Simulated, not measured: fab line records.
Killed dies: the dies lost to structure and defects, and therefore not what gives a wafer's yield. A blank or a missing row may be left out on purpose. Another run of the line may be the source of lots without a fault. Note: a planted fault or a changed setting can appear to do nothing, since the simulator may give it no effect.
Chamber matching :: flow n5 finfet :: N5_BEOL_M8_DESCUM_33 on rie diel-05: 4 sister chambers
The step chemistry O2, time 7 s. 4 wafers are shown with their chamber, then 11 later ones without.

EACH WAFER AND ITS CHAMBER
wafer: L086.1
chamber: 1
drypump motor current A (A): 5.2

wafer: L086.3
chamber: 0
drypump motor current A (A): 6.1

wafer: L090.6
chamber: 2
drypump motor current A (A): 6.3

wafer: L092.1
chamber: 3
drypump motor current A (A): 5.6

WAFERS WITHOUT THEIR CHAMBER
wafer: L092.2
drypump motor current A (A): 6.1

wafer: L092.3
drypump motor current A (A): 6.4

wafer: L093.1
drypump motor current A (A): 6.1

wafer: L093.2
drypump motor current A (A): 5.6

wafer: L093.3
drypump motor current A (A): 6.3

wafer: L096.2
drypump motor current A (A): 5.2

wafer: L096.3
drypump motor current A (A): 5.6

wafer: L096.6
drypump motor current A (A): 5.6

wafer: L097.1
drypump motor current A (A): 6.4

wafer: L097.3
drypump motor current A (A): 5.6

wafer: L097.6
drypump motor current A (A): 6.4

WHICH CHAMBER EACH WENT THROUGH
wafer: L092.2
from the rows above: 0
in truth: 0

wafer: L092.3
from the rows above: 2
in truth: 2

wafer: L093.1
from the rows above: 0
in truth: 0

wafer: L093.2
from the rows above: 3
in truth: 3

wafer: L093.3
from the rows above: 2
in truth: 2

wafer: L096.2
from the rows above: 1
in truth: 1

wafer: L096.3
from the rows above: 3
in truth: 3

wafer: L096.6
from the rows above: 3
in truth: 3

wafer: L097.1
from the rows above: 2
in truth: 2

wafer: L097.3
from the rows above: 3
in truth: 3

wafer: L097.6
from the rows above: 2
in truth: 2
Correct placement for 11 of the 11. Left unplaced by these rows: 0. Wrongly placed: 0.
How it was worked out, from the rows above alone: a wafer's distance from a chamber is the root of the sum, over the readings, of the square of ((its reading less the chamber's mean) divided by the reading's scatter). If the next closest chamber is less than 2 further off than the closest, the wafer can't be placed; otherwise it belongs to the closest. A chamber's mean is the mean of its shown wafers. The scatter: with one shown wafer a chamber, the root of the mean of the squares of how far each hidden wafer lies from its nearest shown one.
